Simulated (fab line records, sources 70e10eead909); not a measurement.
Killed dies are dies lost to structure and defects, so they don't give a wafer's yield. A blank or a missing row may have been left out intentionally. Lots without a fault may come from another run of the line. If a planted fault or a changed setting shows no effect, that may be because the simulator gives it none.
Comparing a struck lot with a sound one -- flow nand-harc -- 19 out of 1302 route steps
Sound: wafers L288.1, L288.2, L288.4. Wafers L292.2, L292.4, L292.6 were the ones struck. The cause is given at the end.
Each step with rows lists, per side, the tool, then ch with its chambers, then its first start. Under that, the readings that differ: sound wafers -- struck wafers -- difference of the means -- sigmas: that difference in standard deviations of wafers without a fault.
alike: words and numbers the same on both sides, and readings whose means are apart by under 2 such deviations; not compared: readings that were withheld, readings missing a value for some wafer, numbers with overlapping values and no deviation given by the record, and bounds like >300 which may hide the same value.
A row with sigmas, a row that says differs or no value, or rows on one side alone: a step with any of these is where the two part. Numbers that don't overlap but have no deviation are shown without sigmas and don't part them. A reading missing from all wafers of one side parts the sides only when that side holds two or more wafers.

NHARC_P_GATE_CD_MEAS_59: the cd target is 720 nm.
  sound on cd-sem-03 ch 0, day 7 13:25; struck on cd-sem-01 ch 0, day 8 20:52
  alike: cd-nm
then, 1 step without rows for these wafers: NHARC_P_GATE_HARDBAKE_60 (time 80 s).
NHARC_P_GATE_DESCUM_61: chemistry O2, time 3 s.
  sound on rie-diel-11 ch 0,1,3, day 7 13:34; struck on rie-diel-11 ch 1,2,3, day 8 21:02
  alike: drypump-motor-current-A, oes-product-au, rf-vpp-V, showerhead-plenum-p-Torr, throttle-valve-pct
  not compared: rf-hours-counter-h
after that, 1 step had no rows for these wafers: NHARC_P_GATE_IMPLANT_62.
NHARC_P_GATE_STRIP_112: strips in N2/H2, time 200 s.
  sound on plasma-asher-02 ch 0,1, day 7 13:56; struck on plasma-asher-01 ch 0,1, day 8 21:24
  alike: drypump-motor-current-A, heater-power-w
  not compared: rf-hours-counter-h
NHARC_P_GATE_STRIP_76: strips in O2.
  sound on plasma-asher-02 ch 0,1, day 7 14:12; struck on plasma-asher-01 ch 0,1, day 8 21:40
  alike: drypump-motor-current-A, heater-power-w
  not compared: rf-hours-counter-h
then, 6 steps without rows for these wafers: NHARC_P_GATE_STRIP_63 (strips in SPM, time 900 s); NHARC_P_GATE_DEHYDRATE_83 (time 120 s); NHARC_P_GATE_HMDS_84 (time 30 s); NHARC_P_GATE_COAT_85; NHARC_P_GATE_SOFTBAKE_86 (time 95 s); NHARC_P_GATE_EBR_87.
NHARC_P_GATE_EXPOSE_88: exposes mask P HVN, target cd 2000 nm.
  sound on krf-scanner-02 ch 0, day 7 14:58; struck on krf-scanner-01 ch 0, day 8 22:18
reading,sound,struck,difference,sigmas
mask,P_HVN#0 P_HVN#0 P_HVN#0,P_HVN_R1#0 P_HVN_R1#0 P_HVN_R1#0,differs,
then, 2 steps without rows for these wafers: NHARC_P_GATE_PEB_89 (peb time 85 s); NHARC_P_GATE_DEVELOP_90 (time 70 s).
NHARC_P_GATE_CD_MEAS_91: the cd target is 2000 nm.
  sound on cd-sem-03 ch 0, day 7 15:08; struck on cd-sem-01 ch 0, day 8 22:27
reading,sound,struck,difference,sigmas
cd-nm (nm),1999.8 1999.5 1997.6,1920.8 1919.4 1919.3,-79.1,-42
then, 1 step without rows for these wafers: NHARC_P_GATE_HARDBAKE_92 (time 80 s).
NHARC_P_GATE_DESCUM_93: chemistry O2, time 3 s.
  sound on rie-diel-04 ch 0,1,3, day 7 15:17; struck on rie-diel-06 ch 0,2,3, day 8 22:38
reading,sound,struck,difference,sigmas
model.P_GATE.cd-nm (nm),2000 1999 1998,1920 1919 1919,-80,
  alike: drypump-motor-current-A, oes-product-au, rf-vpp-V, showerhead-plenum-p-Torr, throttle-valve-pct
  not compared: rf-hours-counter-h
after that, 1 step had no rows for these wafers: NHARC_P_GATE_IMPLANT_94.

== WHERE THEY PART ==
Earliest at NHARC_P_GATE_EXPOSE_88; latest, in this record, at NHARC_P_GATE_CD_MEAS_91. Later steps at which nothing parts them and some readings are alike: NHARC_P_GATE_DESCUM_93.

WHY: whatever the simulator had introduced
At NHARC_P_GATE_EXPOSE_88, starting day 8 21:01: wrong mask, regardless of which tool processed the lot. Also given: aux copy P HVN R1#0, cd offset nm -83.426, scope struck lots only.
